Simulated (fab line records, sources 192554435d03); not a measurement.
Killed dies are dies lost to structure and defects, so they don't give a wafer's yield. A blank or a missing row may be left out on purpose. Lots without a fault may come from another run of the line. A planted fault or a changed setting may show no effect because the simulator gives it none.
Split-lot experiment | flow n5_finfet | 7 lots, 21 wafers read, on a route of 1938 steps

THE SPLIT
At N5_BEOL_M8_TRENCH_ETCH_37 (etches SiCOH lowk in C4F6/O2, target depth 93.478 nm, time 31.2 s), the setting time_s was moved away from the recipe's 31.2 s on 7 of the 21 wafers read, by -22.2% to +17.6%. The other wafers ran this setting at the recipe's value.

FROM THE SPLIT TO THE READING: what the file shows between them, 11 steps
- N5_BEOL_M8_ETCH_41: etches SiCN in CH3F/O2, target depth 31.9 nm, time 57.8 s
- N5_BEOL_M8_STRIP_80: strips in N2/H2, time 10 s
- N5_BEOL_M8_OCD_MEAS_38
- N5_BEOL_M8_HM_STRIP_39: strips TiN in peroxide tin strip, target depth 25 nm, time 158 s
- N5_BEOL_M8_SRD_40: time 30 s
- N5_BEOL_M8_ECD_50: material Cu, target thk 300 nm
- N5_BEOL_M8_ANNEAL_51: time 90 s
- N5_BEOL_M8_CMP_52: polishes, stops on SiCOH lowk, t overpolish 6.9 s, target thk 80 nm
- N5_BEOL_M8_THK_MEAS_53: measures by xrf
- N5_BEOL_M8_PRE_CLEAN_55: time 15 s
- N5_BEOL_M8_DEP_56: deposits SiCN from 3MS/NH3, target thk 10 nm, time 17.5 s

THE READING
M8_RS, in ohm/sq, at N5_BEOL_M8_RS_MEAS_57 (measures by four-point-probe). Fault-free wafers of this fab line usually give 0.287 ohm/sq, standard deviation 0.0087 ohm/sq.

wafer  | tool, chamber at the split | time_s as run, s | against the recipe | M8_RS, ohm/sq | against lot-mates on the recipe
L079.1 | rie_diel-04, 0             | 31.2             | recipe             | 0.274         | -
L079.3 | rie_diel-04, 2             | 35.76            | +14.6%             | 0.234         | -0.041
L079.6 | rie_diel-04, 2             | 31.2             | recipe             | 0.276         | -
L082.3 | rie_diel-04, 2             | 35.47            | +13.7%             | 0.239         | -0.048
L082.4 | rie_diel-04, 1             | 31.2             | recipe             | 0.286         | -
L082.5 | rie_diel-04, 2             | 31.2             | recipe             | 0.289         | -
L080.1 | rie_diel-03, 2             | 31.2             | recipe             | 0.298         | -
L080.2 | rie_diel-03, 3             | 31.2             | recipe             | 0.291         | -
L080.4 | rie_diel-03, 1             | 33.6             | +7.7%              | 0.258         | -0.036
L083.2 | rie_diel-04, 1,2           | 31.2             | recipe             | 0.277         | -
L083.3 | rie_diel-04, 2             | 31.2             | recipe             | 0.281         | -
L083.6 | rie_diel-04, 1,2           | 31.2             | recipe             | 0.281         | -
L092.1 | rie_diel-04, 1             | 34.36            | +10.1%             | 0.250         | -0.036
L092.5 | rie_diel-04, 3             | 34.36            | +10.1%             | 0.252         | -0.034
L092.6 | rie_diel-04, 0             | 31.2             | recipe             | 0.286         | -
L090.3 | rie_diel-05, 0             | 31.2             | recipe             | 0.286         | -
L090.5 | rie_diel-05, 1             | 24.26            | -22.2%             | 0.416         | +0.131
L090.6 | rie_diel-05, 0             | 31.2             | recipe             | 0.284         | -
L096.2 | rie_diel-03, 2             | 36.7             | +17.6%             | 0.238         | -0.057
L096.3 | rie_diel-03, 0             | 31.2             | recipe             | 0.286         | -
L096.6 | rie_diel-03, 2             | 31.2             | recipe             | 0.304         | -
Where a row lists several chambers, the file gives one row for several wafers and doesn't say which wafer went through which chamber.

THE FIT
A straight line over all 21 wafers: M8_RS changes by -0.00429 ohm/sq for each +1% of time_s; r = -0.95; the points scatter about the line by 0.012 ohm/sq.
The same after taking each lot's own level away (the mean of its wafers on the recipe; 21 wafers): -0.00437 ohm/sq for each +1%; r = -0.96; scatter 0.01 ohm/sq.
On that fit, the largest move of time_s shifts the reading by 0.097 ohm/sq.
The lots' own levels span 0.2750 to 0.2950 ohm/sq, that is 2.3 times the standard deviation above.
So the lot-to-lot level changes the slope little: the two slopes agree.
Check: with one of the wafers moved furthest among these (-22.2%) left out of the fit, the line predicts +0.073 ohm/sq for it against its lot-mates. It came out at +0.131 ohm/sq against them.

THE WHOLE CHAIN: every reading that the file lists as answering this split, in the file's order
step                      | what it does                                                        | reading                                                                          | change (the file's fit)                | r (the file's)
N5_BEOL_M8_TRENCH_ETCH_37 | etches SiCOH lowk in C4F6/O2, target depth 93.478 nm, time 31.2 s   | BEOL_M8.feature_depth_nm (the simulator's own value, which no gauge read)        | +0.944 nm for each +1% of the setting  | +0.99
N5_BEOL_M8_TRENCH_ETCH_37 | etches SiCOH lowk in C4F6/O2, target depth 93.478 nm, time 31.2 s   | etch.depth_nm (the simulator's own value, which no gauge read)                   | +0.947 nm for each +1% of the setting  | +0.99
N5_BEOL_M8_TRENCH_ETCH_37 | etches SiCOH lowk in C4F6/O2, target depth 93.478 nm, time 31.2 s   | TiN_of_BEOL_M8_HM_DEP_02.thk_nm (the simulator's own value, which no gauge read) | -0.0328 nm for each +1% of the setting | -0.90
N5_BEOL_M8_OCD_MEAS_38    |                                                                     | trench_depth_nm                                                                  | +0.938 nm for each +1% of the setting  | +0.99
N5_BEOL_M8_CMP_52         | polishes, stops on SiCOH lowk, t overpolish 6.9 s, target thk 80 nm | Cu_of_BEOL_M8_ECD_50.thk_nm (the simulator's own value, which no gauge read)     | +0.938 nm for each +1% of the setting  | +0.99
N5_BEOL_M8_THK_MEAS_53    | measures by xrf                                                     | M8_THK                                                                           | +0.93 for each +1% of the setting      | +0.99
N5_BEOL_M8_RS_MEAS_57     | measures by four-point-probe                                        | M8_RS                                                                            | -0.00424 for each +1% of the setting   | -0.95

THE FILE'S OWN FIT
M8_RS changes by -0.00424 ohm/sq for each +1% of time_s, r = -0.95.
